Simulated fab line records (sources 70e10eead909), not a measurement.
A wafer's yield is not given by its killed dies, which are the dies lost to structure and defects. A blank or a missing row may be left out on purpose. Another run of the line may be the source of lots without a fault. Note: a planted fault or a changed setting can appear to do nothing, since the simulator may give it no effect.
The tool behind it: which one? / flow nandHarc / 14 lots with 42 wafers sampled at 4 steps, on a route of 1159 steps

WHAT THE GAUGES READ, wafer by wafer
NHARC_A_SGD_CUT_INSPECT_11. Usual: rawDefectCount reads 19 (standard deviation 10).
lot=L544; measured=day 13 22:44; on=defectInspect-01; rawDefectCount=14 20 15; flag=
lot=L546; measured=day 14 14:08; on=defectInspect-01; rawDefectCount=23 17 16; flag=
lot=L545; measured=day 14 15:22; on=defectInspect-02; rawDefectCount=5 10 7; flag=
lot=L549; measured=day 14 16:41; on=defectInspect-02; rawDefectCount=8 8 9; flag=
lot=L551; measured=day 15 20:39; on=defectInspect-01; rawDefectCount=6 6 6; flag=
lot=L552; measured=day 15 21:02; on=defectInspect-01; rawDefectCount=27 19 21; flag=
lot=L553; measured=day 16 09:45; on=defectInspect-01; rawDefectCount=21 26 16; flag=
lot=L554; measured=day 16 11:34; on=defectInspect-01; rawDefectCount=11 13 8; flag=
lot=L558; measured=day 17 16:36; on=defectInspect-02; rawDefectCount=36 39 33; flag=
lot=L559; measured=day 17 18:31; on=defectInspect-02; rawDefectCount=13 12 6; flag=
lot=L565; measured=day 18 10:14; on=defectInspect-01; rawDefectCount=20 15 20; flag=
lot=L563; measured=day 18 10:31; on=defectInspect-01; rawDefectCount=14 15 24; flag=
lot=L564; measured=day 18 11:42; on=defectInspect-01; rawDefectCount=46 24 46; flag=
lot=L567; measured=day 19 20:48; on=defectInspect-02; rawDefectCount=20 18 15; flag=

TOOL THAT RAN EACH LOT (tool first, then ch and the chambers of the sampled wafers, then the start)
lot=L544; NHARC_A_STAIRCASE_CMP_450=cmp-01 ch 0,1, day 13 19:52; NHARC_A_STAIRCASE_CMP_152=cmp-01 ch 0,1, day 13 19:56; NHARC_A_SGD_CUT_SOFTBAKE_04=lithoTrack-06 ch 0, day 13 22:00
lot=L546; NHARC_A_STAIRCASE_CMP_450=cmp-02 ch 1,2, day 14 08:38; NHARC_A_STAIRCASE_CMP_152=cmp-02 ch 1,2, day 14 08:43; NHARC_A_SGD_CUT_SOFTBAKE_04=lithoTrack-04 ch 0, day 14 13:00
lot=L545; NHARC_A_STAIRCASE_CMP_450=cmp-01 ch 0,3, day 14 12:31; NHARC_A_STAIRCASE_CMP_152=cmp-01 ch 0,3, day 14 12:35; NHARC_A_SGD_CUT_SOFTBAKE_04=lithoTrack-01 ch 0, day 14 14:00
lot=L549; NHARC_A_STAIRCASE_CMP_450=cmp-01 ch 0,1,2, day 14 14:00; NHARC_A_STAIRCASE_CMP_152=cmp-01 ch 0,1,2, day 14 14:04; NHARC_A_SGD_CUT_SOFTBAKE_04=lithoTrack-06 ch 0, day 14 16:00
lot=L551; NHARC_A_STAIRCASE_CMP_450=cmp-01 ch 1,2,3, day 15 17:57; NHARC_A_STAIRCASE_CMP_152=cmp-01 ch 1,2,3, day 15 18:01; NHARC_A_SGD_CUT_SOFTBAKE_04=lithoTrack-06 ch 0, day 15 20:00
lot=L552; NHARC_A_STAIRCASE_CMP_450=cmp-01 ch 1,2,3, day 15 18:14; NHARC_A_STAIRCASE_CMP_152=cmp-01 ch 1,2,3, day 15 18:19; NHARC_A_SGD_CUT_SOFTBAKE_04=lithoTrack-04 ch 0, day 15 20:00
lot=L553; NHARC_A_STAIRCASE_CMP_450=cmp-03 ch 1,2,3, day 16 07:02; NHARC_A_STAIRCASE_CMP_152=cmp-03 ch 1,2,3, day 16 07:07; NHARC_A_SGD_CUT_SOFTBAKE_04=lithoTrack-06 ch 0, day 16 09:00
lot=L554; NHARC_A_STAIRCASE_CMP_450=cmp-03 ch 0,1,2, day 16 08:53; NHARC_A_STAIRCASE_CMP_152=cmp-03 ch 0,1,2, day 16 08:58; NHARC_A_SGD_CUT_SOFTBAKE_04=lithoTrack-01 ch 0, day 16 10:00
lot=L558; NHARC_A_STAIRCASE_CMP_450=cmp-01 ch 0,1,3, day 17 13:52; NHARC_A_STAIRCASE_CMP_152=cmp-01 ch 0,1,3, day 17 13:56; NHARC_A_SGD_CUT_SOFTBAKE_04=lithoTrack-01 ch 0, day 17 16:00
lot=L559; NHARC_A_STAIRCASE_CMP_450=cmp-03 ch 0,2,3, day 17 15:49; NHARC_A_STAIRCASE_CMP_152=cmp-03 ch 0,2,3, day 17 15:53; NHARC_A_SGD_CUT_SOFTBAKE_04=lithoTrack-01 ch 0, day 17 18:00
lot=L565; NHARC_A_STAIRCASE_CMP_450=cmp-03 ch 0,2,3, day 18 07:32; NHARC_A_STAIRCASE_CMP_152=cmp-03 ch 0,2,3, day 18 07:36; NHARC_A_SGD_CUT_SOFTBAKE_04=lithoTrack-01 ch 0, day 18 09:00
lot=L563; NHARC_A_STAIRCASE_CMP_450=cmp-01 ch 0,1,3, day 18 07:48; NHARC_A_STAIRCASE_CMP_152=cmp-01 ch 0,1,3, day 18 07:52; NHARC_A_SGD_CUT_SOFTBAKE_04=lithoTrack-04 ch 0, day 18 09:00
lot=L564; NHARC_A_STAIRCASE_CMP_450=cmp-03 ch 0,1,3, day 18 08:57; NHARC_A_STAIRCASE_CMP_152=cmp-03 ch 0,1,3, day 18 09:01; NHARC_A_SGD_CUT_SOFTBAKE_04=lithoTrack-01 ch 0, day 18 11:00
lot=L567; NHARC_A_STAIRCASE_CMP_450=cmp-01 ch 0,2,3, day 19 18:05; NHARC_A_STAIRCASE_CMP_152=cmp-01 ch 0,2,3, day 19 18:09; NHARC_A_SGD_CUT_SOFTBAKE_04=lithoTrack-04 ch 0, day 19 20:00
- NHARC_A_STAIRCASE_CMP_450: polishes SiO2, target thk 200 nm.
- NHARC_A_STAIRCASE_CMP_152: polishes.
- NHARC_A_SGD_CUT_SOFTBAKE_04: time 55 s.

AS READ BY THE TOOLS THEMSELVES (means over the sampled wafers that have a number; for cases with no such wafer, the mark the record gives instead)
NHARC_A_STAIRCASE_CMP_450. Usual: motorCurrentA reads 12.3 A (standard deviation 1).
lot=L544; tool=cmp-01; motorCurrentA (A)=12.2; flag=
lot=L546; tool=cmp-02; motorCurrentA (A)=12.8; flag=
lot=L545; tool=cmp-01; motorCurrentA (A)=11.9; flag=
lot=L549; tool=cmp-01; motorCurrentA (A)=13.4; flag=
lot=L551; tool=cmp-01; motorCurrentA (A)=12.8; flag=
lot=L552; tool=cmp-01; motorCurrentA (A)=13.2; flag=
lot=L553; tool=cmp-03; motorCurrentA (A)=11.7; flag=
lot=L554; tool=cmp-03; motorCurrentA (A)=11.4; flag=
lot=L558; tool=cmp-01; motorCurrentA (A)=12.7; flag=
lot=L559; tool=cmp-03; motorCurrentA (A)=11.9; flag=
lot=L565; tool=cmp-03; motorCurrentA (A)=11.8; flag=
lot=L563; tool=cmp-01; motorCurrentA (A)=13.2; flag=
lot=L564; tool=cmp-03; motorCurrentA (A)=11.4; flag=
lot=L567; tool=cmp-01; motorCurrentA (A)=12.7; flag=

NHARC_A_STAIRCASE_CMP_152. Usual: motorCurrentA reads 12.3 A (standard deviation 1).
lot=L544; tool=cmp-01; motorCurrentA (A)=12.5; flag=
lot=L546; tool=cmp-02; motorCurrentA (A)=12.8; flag=
lot=L545; tool=cmp-01; motorCurrentA (A)=12.3; flag=
lot=L549; tool=cmp-01; motorCurrentA (A)=12.8; flag=
lot=L551; tool=cmp-01; motorCurrentA (A)=13.5; flag=
lot=L552; tool=cmp-01; motorCurrentA (A)=13.3; flag=
lot=L553; tool=cmp-03; motorCurrentA (A)=11.2; flag=
lot=L554; tool=cmp-03; motorCurrentA (A)=11.2; flag=
lot=L558; tool=cmp-01; motorCurrentA (A)=13.0; flag=
lot=L559; tool=cmp-03; motorCurrentA (A)=11.7; flag=
lot=L565; tool=cmp-03; motorCurrentA (A)=11.7; flag=
lot=L563; tool=cmp-01; motorCurrentA (A)=12.3; flag=
lot=L564; tool=cmp-03; motorCurrentA (A)=11.6; flag=
lot=L567; tool=cmp-01; motorCurrentA (A)=12.5; flag=

NHARC_A_SGD_CUT_SOFTBAKE_04. Usual: heaterPowerTotalW reads 188.44 W (standard deviation 0.13).
lot=L544; tool=lithoTrack-06; heaterPowerTotalW (W)=188.40; flag=
lot=L546; tool=lithoTrack-04; heaterPowerTotalW (W)=188.35; flag=
lot=L545; tool=lithoTrack-01; heaterPowerTotalW (W)=188.51; flag=
lot=L549; tool=lithoTrack-06; heaterPowerTotalW (W)=188.53; flag=
lot=L551; tool=lithoTrack-06; heaterPowerTotalW (W)=188.52; flag=
lot=L552; tool=lithoTrack-04; heaterPowerTotalW (W)=188.47; flag=
lot=L553; tool=lithoTrack-06; heaterPowerTotalW (W)=188.42; flag=
lot=L554; tool=lithoTrack-01; heaterPowerTotalW (W)=188.50; flag=
lot=L558; tool=lithoTrack-01; heaterPowerTotalW (W)=188.41; flag=
lot=L559; tool=lithoTrack-01; heaterPowerTotalW (W)=188.43; flag=
lot=L565; tool=lithoTrack-01; heaterPowerTotalW (W)=204.96; flag=OFF
lot=L563; tool=lithoTrack-04; heaterPowerTotalW (W)=188.43; flag=
lot=L564; tool=lithoTrack-01; heaterPowerTotalW (W)=204.98; flag=OFF
lot=L567; tool=lithoTrack-04; heaterPowerTotalW (W)=188.46; flag=

THE ANSWER, worked out from the rows above alone
Rule: a lot counts as off when the mean over its wafers that have a number is more than 3 standard deviations away from the usual mean. Also off: a lot with no number at a reading for which 4 or more lots have one. Where the step has rows for the other lots, those lots are counted as sound. After the gauges, taken in route order, come the tools' own readings; for these a lot's mean is taken, as printed above. At the first step where some lot is off, the reading lying furthest off is the one used; lots without a number count as furthest.
Off: L565, L564, at NHARC_A_SGD_CUT_SOFTBAKE_04 (heaterPowerTotalW).
If a tool, at that step or one of the process steps before it, ran each lot that is off and ran no sound lot following the first of them, it fits. Can't be told from this: 2 tools fit, cmp-03 at NHARC_A_STAIRCASE_CMP_450 and NHARC_A_STAIRCASE_CMP_152, lithoTrack-01 at NHARC_A_SGD_CUT_SOFTBAKE_04.

WHAT THE SIMULATOR HAD INSERTED
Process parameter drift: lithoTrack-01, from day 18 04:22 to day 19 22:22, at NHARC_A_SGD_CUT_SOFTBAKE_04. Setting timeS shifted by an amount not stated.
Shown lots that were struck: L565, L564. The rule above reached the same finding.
